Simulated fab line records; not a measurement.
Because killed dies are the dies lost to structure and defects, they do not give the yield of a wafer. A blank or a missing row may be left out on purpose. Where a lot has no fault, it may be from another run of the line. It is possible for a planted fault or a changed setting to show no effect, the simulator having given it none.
fab line records -- flow n5_finfet
[record] lots = 4, wafers = 12, last_day = 16
route steps=1938 shown SD_EPI_P@307 SD_ACTIVATION@330 ILD0@335 BEOL_M4@1111 PASSIVATION@1936
lots that met no fault: taken from a fault-free run of the same line
start_h: the number of hours between the record's first day and the start of the first shown wafer of the lot -- wait_h: hours since the lot's step before -- " same as the row above -- L1.1+2: one row covering several wafers at once -- - no value, or no start given -- * or withheld: withheld -- < > ~ a bound
route shown NAME@n: a module of which the file shows steps, and the number in the route of the first -- usual: mean/standard deviation of fault-free wafers -- same: alike in all rows -- chamber/n: place in a boat -- sites: each site's reading -- _std_site: how widely they spread, as a standard deviation -- _edge_site: mean of outer sites minus mean of inner sites -- radius_mm: how far each site lies from the wafer's centre -- mask NAME#n: copy n -- behind: the tool/chamber that last shaped the wafer -- hold: what put the lot on hold/how long, in hours/how the hold closed -- device: whichever transistor did not switch (one of n, p or np) -- end of line: tests run on the same wafers once the route is complete -- step lacking rows: just its recipe -- killed: dies lost to structure and defects at the first sort, not the wafer's yield -- map: per-die view of a wafer (x killed, . not killed, _ where there is no die)
set.NAME: the setting as run; set.NAME@STEP: as run at that earlier step -- model.NAME: the simulator's own value behind a step, which no gauge read
certain route steps with their lots: each step a table, each wafer a row
services: when a tool's chamber went out of use (start_h, in hours from the record's first day, below 0 if earlier), for how many hours, and the reason
[[steps]]
[step N5_SD_EPI_P_ETCH_36]
[recipe] chemistry = CF4, target = SiARC, target_depth_a = 455, mask_material = CAR-ArF-block, time_s = 75.8, ion_energy_ev = 80, pressure_mtorr = 40, source_w = 545, bias_w = 36, Ar_flow_sccm = 100, cf4_flow_sccm = 100, ends = cleared
[step N5_SD_EPI_P_ETCH_37]
[recipe] chemistry = N2/H2, target = SOC, overetch_a = 1080, mask_material = SiARC, temp_c = 40, ion_energy_ev = 100, source_w = 3000, bias_w = 133, pressure_mtorr = 20, time_s = 486, n2_flow_sccm = 200, h2_flow_sccm = 200, ends = end_point
[step N5_SD_EPI_P_STRIP_38]
[recipe] chemistry = N2/H2, temp_c = 40, n2_flow_sccm = 200, h2_flow_sccm = 200, rf_frequency_hz = 6e+07
[step N5_SD_EPI_P_ETCHBACK_46]
[recipe] chemistry = CH3F/O2, mode = anisotropic_etchback, target = SiNx, target_depth_a = 175, stop_on = SiO2, over_etch_frac = 0.3, ion_energy_ev = 120, pressure_mtorr = 30, source_w = 395, bias_w = 73, Ar_flow_sccm = 150, CH3F_flow_sccm = 30, O2_flow_sccm = 20
[step N5_SD_EPI_P_ETCH_47]
[recipe] chemistry = CH3F/O2, target = SiOCN, target_depth_a = 250, mask_material = SOC, ion_energy_ev = 60, bias_w = 29, pressure_mtorr = 30, source_w = 410, Ar_flow_sccm = 150, CH3F_flow_sccm = 30, O2_flow_sccm = 20
[step N5_SD_EPI_P_ETCH_16]
[recipe] chemistry = CHF3/O2, target = SiO2, target_depth_a = 50, mask_material = SOC, pressure_mtorr = 30, source_w = 650, bias_w = 170, Ar_flow_sccm = 200, CHF3_flow_sccm = 50, O2_flow_sccm = 5, ion_energy_ev = 200
[step N5_SD_EPI_P_STRIP_50]
[recipe] chemistry = CHF3/O2, resist = SiARC, rf_frequency_hz = 6e+07
[step N5_SD_EPI_P_SD_RECESS_17]
[recipe] chemistry = HBr/Cl2/O2, target_depth_a = 391, bt_time_s = 3, pressure_mtorr = 10, icp_w = 800, bias_w = 112, HBr_flow_sccm = 150, Cl2_flow_sccm = 80, O2_flow_sccm = 12
[step N5_SD_EPI_P_WET_ETCH_45]
[recipe] chemistry = dHF, dilution = withheld, time_s = 10.7, target = SiO2, target_depth_a = 20, temp_c = 25, dry = ipa_marangoni, rinse_time_s = 30, rinse_temp_c = 23
[step N5_SD_EPI_P_STRIP_40]
[recipe] chemistry = N2/H2, power_w = 1000, temp_c = 250, h2_frac = 0.65, overash_fraction = 0.3, pressure_mtorr = withheld, n2_flow_sccm = 1750, h2_flow_sccm = 3250
[step N5_SD_EPI_P_PRECLEAN_52]
[recipe] chemistry = O3/DIW, time_s = 60, temp_c = 22, o3_ppm = 10
[step N5_SD_EPI_P_SRD_20]
[recipe] dry = ipa_marangoni, do_ppb = 5, time_s = 30, temp_c = 23, rinse_liquid = diw
[step N5_SD_EPI_P_PRECLEAN_51]
[recipe] chemistry = NF3:NH3, afs_cycles = 1, temp_c = 30, time_s = 20, sublimation_temp_c = 180, sublimation_time_s = 60, pressure_torr = 3, rf_power_w = 30
lot.wafer,tool,chamber,start_h,wait_h
L616.2+3+6,epi_rpcvd-04,0,96.46,0.1
L626.1+3+4,epi_rpcvd-04,0,158.69,0.0
L628.1+4+5,epi_rpcvd-04,0,169.61,0.0
L630.1+3+6,epi_rpcvd-03,0,183.92,0.0
[step N5_SD_EPI_P_VAPOR_ETCH_44]
[recipe] chemistry = NF3/Ar, target = SiGe30, temp_c = 25, time_s = 3.3, mode = isotropic
[step N5_SD_EPI_P_EPI_21]
[recipe] material = SiGe:B, dopant = B, temp_c = 550, pressure_torr = 20, ambient = H2, time_s = 355
[step N5_SD_EPI_P_HM_STRIP_48]
[recipe] chemistry = H3PO4, temp_c = 160, material = SiNx, target = SiNx, target_depth_a = 30, overetch_fraction = 0.3
[step N5_SD_EPI_P_SRD_49]
[recipe] dry = ipa_marangoni, time_s = 30, temp_c = 23, rinse_liquid = diw
[step N5_SD_EPI_P_PRECLEAN_24]
[recipe] chemistry = O3/DIW, time_s = 45, temp_c = 22, o3_ppm = 10
[step N5_SD_EPI_P_PRECLEAN_32]
[recipe] chemistry = dHF, time_s = 10, dilution = 500:1, temp_c = 25
[step N5_SD_EPI_P_PRECLEAN_33]
[recipe] chemistry = SC2, time_s = 45, temp_c = 35, mix = 1:1:50
[step N5_SD_EPI_P_SRD_25]
[recipe] time_s = 30, temp_c = 23, rinse_liquid = diw, dry = ipa_marangoni
[step N5_SD_EPI_P_INSPECT_26]
[recipe] inspect_instrument = darkfield, mode = post_epi
[usual] raw_defect_count = 179/39
lot.wafer,tool,chamber,start_h,wait_h,raw_defect_count
L616.2,defect_inspect-02,-,99.18,0.0,201
L616.3,defect_inspect-02,-,99.18,0.0,182
L616.6,defect_inspect-02,-,99.18,0.0,190
L626.1,defect_inspect-02,-,161.42,0.0,790
L626.3,defect_inspect-02,-,161.42,0.0,793
L626.4,defect_inspect-02,-,161.42,0.0,779
L628.1,defect_inspect-02,-,172.46,0.0,780
L628.4,defect_inspect-02,-,172.46,0.0,797
L628.5,defect_inspect-02,-,172.46,0.0,777
L630.1,defect_inspect-02,-,186.66,0.0,246
L630.3,defect_inspect-02,-,186.66,0.0,219
L630.6,defect_inspect-02,-,186.66,0.0,273
[step N5_SD_ACTIVATION_RTA_00]
[recipe] temp_c = 975, time_s = 0, ambient = N2, idle_temp_c = 600, ramp_up_c_per_s = 150, ramp_down_c_per_s = 60, cool_to_c = 600
[step N5_SD_ACTIVATION_LSA_01]
[recipe] temp_c = 1080, time_s = 0.0008, ambient = N2
[step N5_SD_ACTIVATION_INSPECT_02]
[recipe] inspect_instrument = darkfield, mode = post_anneal
[usual] raw_defect_count = 176/36
lot.wafer,tool,chamber,start_h,wait_h,raw_defect_count
L616.2,defect_inspect-01,-,100.01,0.1,172
L616.3,defect_inspect-01,-,100.01,0.1,159
L616.6,defect_inspect-01,-,100.01,0.1,176
L626.1,defect_inspect-01,-,162.17,0.2,787
L626.3,defect_inspect-01,-,162.17,0.2,788
L626.4,defect_inspect-01,-,162.17,0.2,762
L628.1,defect_inspect-01,-,173.22,0.2,763
L628.4,defect_inspect-01,-,173.22,0.2,782
L628.5,defect_inspect-01,-,173.22,0.2,762
L630.1,defect_inspect-01,-,187.41,0.2,222
L630.3,defect_inspect-01,-,187.41,0.2,194
L630.6,defect_inspect-01,-,187.41,0.2,237
[step N5_ILD0_LINER_00]
[recipe] material = SiNx, target_thk_a = 40, temp_c = 400, ald_precursor_family = SiH2I2, ald_co_reactant = N2/H2-plasma, pulse_time_s = 1, purge_time_s = 2, co_reactant_purge_time_s = 2, ald_cycles = 80, pressure_torr = 2
[step N5_BEOL_M4_RC_MEAS_101]
[usual] DIBL_N = 36.9/2.1, DIBL_P = 37.1/2.5, IOFF_N = 0.17/0.039, IOFF_P = 0.23/0.043, ION_N = 673/15, ION_P = 462/9.1, SS_N = 71.8/0.69, SS_P = 73.6/0.74, VT_N = 250/3.6, VT_P = -249.7/2.9
lot.wafer,tool,chamber,start_h,wait_h,DIBL_N[mV/V],DIBL_P[mV/V],IOFF_N[nA/um],IOFF_P[nA/um],ION_N[uA/um],ION_P[uA/um],SS_N[mV/dec],SS_P[mV/dec],VT_N[mV],VT_P[mV]
L616.2,prober-02,0,205.53,0.2,39.2,38.0,0.18,0.25,682,468,72.1,74.3,248,-247.4
L616.3,prober-02,0,205.53,0.2,39.5,38.7,0.19,0.27,658,455,72.3,73.8,249,-248.0
L616.6,prober-02,0,205.53,0.2,38.4,36.9,0.16,0.23,674,465,71.6,73.3,249,-250.0
L626.1,prober-01,0,267.24,0.0,38.3,39.8,0.20,0.27,673,466,71.8,73.5,248,-246.5
L626.3,prober-01,0,267.24,0.0,33.0,33.7,0.12,0.17,668,461,70.6,72.0,254,-255.0
L626.4,prober-01,0,267.24,0.0,34.1,33.8,0.13,0.17,647,449,70.8,72.3,252,-254.0
L628.1,prober-01,0,283.97,0.0,37.0,35.9,0.18,0.20,680,461,72.4,73.5,249,-250.5
L628.4,prober-01,0,283.97,0.0,37.0,38.2,0.19,0.25,680,463,71.8,74.2,246,-246.9
L628.5,prober-01,0,283.97,0.0,38.3,37.4,0.21,0.22,683,468,73.3,73.3,247,-246.5
L630.1,prober-01,0,299.41,0.0,34.9,35.0,0.15,0.21,673,461,71.7,73.4,250,-247.6
L630.3,prober-01,0,299.41,0.0,37.7,37.8,0.22,0.28,680,468,72.5,74.2,245,-246.1
L630.6,prober-01,0,299.41,0.0,35.2,35.1,0.17,0.23,676,471,71.3,73.2,247,-246.1
[step N5_PASSIVATION_PROBE_49]
[usual] defect_limited_yield = 91.3/1.4, killed_at_M0_to_M3 = 32/9.5, killed_at_M4_up = 14/5.2, killed_at_contacts = 13/5.7, killed_at_front_end = 41/12, killed_at_other = 3.5/2.6, killed_dies = 103/17, killed_on_rim = 14/4, killed_open = 68/14, killed_short = 32/7, sort_bin_5_function = 5.0/0.91, sort_bin_6_memory = 3.3/0.7, sort_bin_8_speed = 0.03/0.22, sort_n_pass = 1076/17, sort_yield_pct = 91.2/1.4
[same] gross_dies = 1180, killed_at_back_side = 0, sort_bin_4_leakage[%] = 0
lot.wafer,tool,chamber,start_h,wait_h,defect_limited_yield[%],killed_at_M0_to_M3,killed_at_M4_up,killed_at_contacts,killed_at_front_end,killed_at_other,killed_dies,killed_on_rim,killed_open,killed_short,sort_bin_5_function[%],sort_bin_6_memory[%],sort_bin_8_speed[%],sort_n_pass,sort_yield_pct[%]
L616.2,prober-01,-,304.79,0.1,93.6,17,15,14,23,7,76,6,52,24,4.2,1.9,0,1104,93.6
L616.3,prober-01,-,304.84,0.1,93.5,30,9,20,16,2,77,7,59,15,4.0,2.5,0,1103,93.5
L616.6,prober-01,-,304.99,0.3,94.2,10,10,15,31,2,68,9,42,20,3.1,2.1,0.08,1112,94.2
L626.1,prober-02,-,364.73,0.0,84.2,37,10,18,119,2,186,24,56,33,9.0,4.4,0,994,84.2
L626.3,prober-02,-,364.83,0.1,83.7,48,12,14,116,2,192,32,75,32,10.2,4.1,0,988,83.7
L626.4,prober-02,-,364.88,0.2,84.1,40,19,11,115,3,188,36,66,28,9.1,3.4,0,992,84.1
L628.1,prober-01,-,389.90,0.0,83.5,46,6,8,130,5,195,28,67,31,10.0,4.8,0,985,83.5
L628.4,prober-01,-,390.05,0.2,82.6,31,27,15,125,7,205,35,81,33,9.6,4.5,0,975,82.6
L628.5,prober-01,-,390.10,0.2,84.1,34,9,9,127,9,188,34,57,32,9.2,3.3,0,992,84.1
// killed by level:class
L616.2 MOL_CONTACT_COAG:geometric_particle:open=11 FIN_SAQP:geometric_particle:open=8 BEOL_M3:geometric_particle:open=7 BEOL_M0_SAQP:geometric_particle:short=5 BEOL_M5:geometric_particle:open=5 BEOL_M4:geometric_particle:open=4 PASS1_DEP:geometric_particle:short=4 STARTING-WAFER:geometric_particle:open=4
L616.3 MOL_CONTACT_COAG:geometric_particle:open=18 BEOL_M3:geometric_particle:open=9 BEOL_M0_SAQP:geometric_particle:open=8 BEOL_M2:geometric_particle:open=8 STI_FIN_REVEAL:geometric_particle:open=3 FIN_SAQP:geometric_particle:short=2 DUMMY_GATE:geometric_particle:open=2 ILD0:geometric_particle:short=2
L616.6 MOL_CONTACT_COAG:geometric_particle:open=13 FIN_SAQP:geometric_particle:short=6 HKMG_FIN:area_etch=5 DUMMY_GATE:geometric_particle:open=4 GATE_CUT:geometric_particle:short=4 BEOL_M4:geometric_particle:open=4 FIN_SAQP:geometric_particle:open=3 GATE_CUT:geometric_particle:open=3
L626.1 SD_EPI_P:unspecified=96 BEOL_M0_SAQP:geometric_particle:short=12 MOL_CONTACT_COAG:geometric_particle:open=12 BEOL_M0_SAQP:geometric_particle:open=12 MOL_CONTACT_COAG:geometric_particle:short=6 FIN_SAQP:geometric_particle:open=4 BEOL_M2:geometric_particle:open=4 BEOL_M5:geometric_particle:open=4
L626.3 SD_EPI_P:unspecified=84 BEOL_M0_SAQP:geometric_particle:open=21 STI_FIN_REVEAL:geometric_particle:open=14 MOL_CONTACT_COAG:geometric_particle:open=13 BEOL_M0_SAQP:geometric_particle:short=10 BEOL_M2:geometric_particle:open=5 BEOL_M4:geometric_particle:open=5 BEOL_M2:geometric_particle:short=4
L626.4 SD_EPI_P:unspecified=84 BEOL_M0_SAQP:geometric_particle:open=10 MOL_CONTACT_COAG:geometric_particle:open=10 BEOL_M4:geometric_particle:open=9 BEOL_M0_SAQP:geometric_particle:short=8 BEOL_M2:geometric_particle:open=8 HKMG_FIN:area_etch=8 BEOL_M1:geometric_particle:open=7
L628.1 SD_EPI_P:unspecified=94 BEOL_M2:geometric_particle:open=16 BEOL_M0_SAQP:geometric_particle:open=11 FIN_SAQP:geometric_particle:open=8 STI_FIN_REVEAL:geometric_particle:open=8 MOL_CONTACT_COAG:geometric_particle:open=6 BEOL_M0_SAQP:geometric_particle:short=6 FIN_SAQP:geometric_particle:short=5
L628.4 SD_EPI_P:unspecified=89 MOL_CONTACT_COAG:geometric_particle:open=13 BEOL_M2:geometric_particle:open=13 FIN_SAQP:geometric_particle:short=10 BEOL_M4:geometric_particle:open=10 BEOL_M0_SAQP:geometric_particle:short=6 FIN_SAQP:geometric_particle:open=5 STI_FIN_REVEAL:geometric_particle:open=5
L628.5 SD_EPI_P:unspecified=87 HKMG_FIN:area_etch=12 BEOL_M2:geometric_particle:open=9 MOL_CONTACT_COAG:geometric_particle:open=7 BEOL_M0_SAQP:geometric_particle:open=6 BEOL_M0_SAQP:geometric_particle:short=6 FIN_SAQP:geometric_particle:short=5 BEOL_M3:geometric_particle:short=5
// map L626.3 (x killed, . not)
_________________...x....xxxx________________
______________.............xxxxx_____________
___________x...........x.x.xxxxxxxx__________
__________........x.x...xxxxxxxxxxxx_________
________...............xx..xxxxxxxxxxx_______
_______....x..............xxxxxxxxxxxxx______
______..........x.........xxxxxxxxxxxxx._____
_____....x..............x..xxxxxxxxxx....____
____.......................xxx.xxx..x..x..___
___.......x............x.......xxx.x...x...__
___......x...xx.....x...x..................__
__...........x........x.....x...........x..._
__.x......x..............x.................._
_..............x..............x....x.xx.x.x..
_............x....x..........xx............x.
_....xx..........x...........................
_...........x..x......x...x.............xx...
_x.........x..x.....x.......x................
_.........x....x............x......x.........
_......x....x............x...................
_xx........x...x.............x..x......x..xx.
__..........x.............x................._
__..x...x.x..x.................x............_
___................x.....x.......x........x__
___................x.x...........x....x....__
____x....x.x...............x..x...........___
_____...........x........................____
______.....x.....x...............xx...x._____
_______.........x.................x....______
________x............x.x.............._______
__________.....x...................._________
___________..x.....................__________
______________.x..........x....._____________
_________________............________________
// map L628.4 (x killed, . not)
_________________.....x..x.xx________________
______________.......x.x..xxxxxx_____________
___________...............xxxxxxxxx__________
__________x.........x...x.xxxxxxxxxx_________
________........x......x..xxxxxxxxxxxx_______
_______x....x.x.........xx.xxxxxxxxxxxx______
______..x.................xxxxxxxxxxxx.x_____
_____...........x...x........xxxxxxxx..xx____
____.......x................xxxxxxxxx.....___
___........x..x.....x..x...x..x.x.....x....__
___............x..x.x........x.x.xx.x......__
__.........x............x....x.........x...._
__...x............xx.........x.x..x........._
_x...............xx.....x................x...
_x.........x....x...x...................x....
_x..x...x.x........................x......x..
_.......x.....xx...x.......x........x..x.x...
_............................................
_..........x.................................
_xx...x....x......x........x.........x.......
_...............x....x...................x...
__......................x.x................._
__.............x....................x.x.x..._
___x......x..x...x..........x.x..x...xx....__
___........x..x................x..........x__
____..............x......x................___
_____.........x........x.....x.........x.____
______.......x....x.............x......._____
_______.xx.........................xx..______
________........................x.x..._______
__________................xx......x._________
___________...x....................__________
______________....x.x..xx....x.._____________
_________________............________________
[[services]]
tool,chamber,start_h,hours,kind
epi_rpcvd-04,-,129.78,2.8,pm
[[key]]
[first_sign] step = N5_SD_EPI_P_INSPECT_26, reading = raw_defect_count, direction = up, sigmas = 15, usual = 179, struck = 786
[effect] step = N5_SD_ACTIVATION_INSPECT_02, reading = raw_defect_count, direction = up, sigmas = 16, usual = 176, struck = 774
[effect] step = N5_PASSIVATION_PROBE_49, reading = killed_at_front_end, direction = up, sigmas = 6.7, usual = 41, struck = 122
[more_kills_born_at] N5_SD_EPI_P_PRECLEAN_51@epi_rpcvd-04 = 534
met_at N5_SD_EPI_P_PRECLEAN_51
struck_wafers L626.1,L626.3,L626.4,L628.1,L628.4,L628.5
[baseline_loss] step = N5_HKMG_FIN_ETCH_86, wafers = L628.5
onset_between 96.46 158.69
[fault] kind = chamber_particle_source, tool = epi_rpcvd-04, chamber = -, onset_h = 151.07, steps = N5_SD_EPI_P_PRECLEAN_51, rate_per_visit_cm2 = 0.92365, end_h = 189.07
// baseline_loss: these wafers lose ten dies or more at that step, a loss of the line's own and not of a fault; the sort's usual values leave them out
